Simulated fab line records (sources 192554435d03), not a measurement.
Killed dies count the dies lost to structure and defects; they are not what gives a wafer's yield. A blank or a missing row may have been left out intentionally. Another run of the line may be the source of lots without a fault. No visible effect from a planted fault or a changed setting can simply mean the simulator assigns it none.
Problem report, 8D (eight disciplines) form, completed by code	flow n5-finfet	the parts of the form that need people (team, actions taken, sign-off) are left out

1. THE PROBLEM
Mean RS_SD_N at N5_SD_ACTIVATION_RS_MEAS_03: 25.7 ohm/sq over 6 wafers in 2 lots; fault-free wafers: 22.0 ohm/sq, standard deviation 0.33. Measured from the usual mean, that is +11 standard deviations.
The step: measures by four-point-probe.
First seen on wafer L449.1, day 6 21:58, on film-metro-01. The record holds 29 wafers of 10 lots with a number at this step. By rule, "out" or "out of limits" means more than 4 standard deviations away from the usual mean. The rest of the wafers with a number are treated as sound.

2. WHAT IT IS; WHAT IT IS NOT
question	is	is not
which readings at this step	RS_SD_N	-
which lots	L449, L451	L435, L439, L440, L441, L443, L453, L455, L457
which wafers of those lots	all that have a number	-
read on which gauges	film-metro-01	film-metro-02
when	from day 6 21:58	up to then (15 sound wafers); but 8 sound wafers of L453, L455, L457 came after

3. SUSPECTS, AND WHAT RULES EACH OUT
Counting: a tool at a process step up to the reading stays a suspect if it ran every lot that is out and no sound lot after the first of them.
- the gauge at N5_SD_ACTIVATION_RS_MEAS_03: ruled out. All the wafers that are out were read on film-metro-01, but those of them that N5_SD_ACTIVATION_LSA_01 has rows for are out there too, on other tools.
- laser-anneal-01 at N5_SD_ACTIVATION_LSA_01 (time 0.0008 s): kept. It processed each lot that is out, first L449 at day 6 21:46, and no sound lot thereafter; up to then, the last sound lot it processed was L443 at day 5 09:20. Its own readings are out on those wafers: wafer_temp_C_max.
Left after counting: laser-anneal-01 at N5_SD_ACTIVATION_LSA_01.

4. THE CAUSE (what the simulator had put in)
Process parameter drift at N5_SD_ACTIVATION_LSA_01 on laser-anneal-01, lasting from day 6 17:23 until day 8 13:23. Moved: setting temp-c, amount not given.
After counting, this tool was the only one left.

5. THE CHAIN OF EFFECTS, in route order
Rows list readings where the struck wafers' mean (over those with a number) sits beyond 3 standard deviations from the usual. Scope: only readings with a usual standard deviation given in the record; hours: median across lots of the time from each lot's start at the first step in this table that gives one to its start at this step; sigmas: change in usual standard deviations.
hours	step	reading	usual	on struck wafers	change	sigmas
0	N5_SD_ACTIVATION_LSA_01	wafer_temp_C_max	1085.2	1056.0	-29.2	-24
0	N5_SD_ACTIVATION_RS_MEAS_03	RS_SD_N	22.0 ohm/sq	25.7	+3.7	+11
117	N5_BEOL_M4_RC_MEAS_101	RC_DENSE_N	19.1 ohm.um	21.4	+2.3	+5.3
117	N5_BEOL_M4_RC_MEAS_101	RC_N	15.6 ohm.um	17.4	+1.8	+5.5
117	N5_BEOL_M4_RC_MEAS_101	REXT_N	75.6 ohm.um	83.5	+7.9	+4.4
117	N5_BEOL_M4_RC_MEAS_101	RS_SD_N	28.5 ohm/sq	32.5	+4.0	+10
The process steps in it:
- N5_SD_ACTIVATION_LSA_01: time 0.0008 s.
Later measuring or inspecting steps at which every struck wafer that the step has a row for has a number for every such reading, and none has moved that far: N5_SD_ACTIVATION_INSPECT_02.

6. HOW IT WOULD HAVE BEEN CAUGHT EARLIER
Counted from the fault's start at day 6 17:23, it took 5 hours until the first out-of-limits reading at a measuring or inspecting step in this record, taken at day 6 21:58.
At N5_SD_ACTIVATION_LSA_01, the tool's own readings (wafer_temp_C_max) were out on each struck wafer the step has a row for, so an alarm limit on them would have fired on the first such wafer.
Among the 2 lots that are out, L451 began N5_SD_ACTIVATION_LSA_01 on laser-anneal-01 after day 6 21:58. A hold on the tool at that time would have spared it.
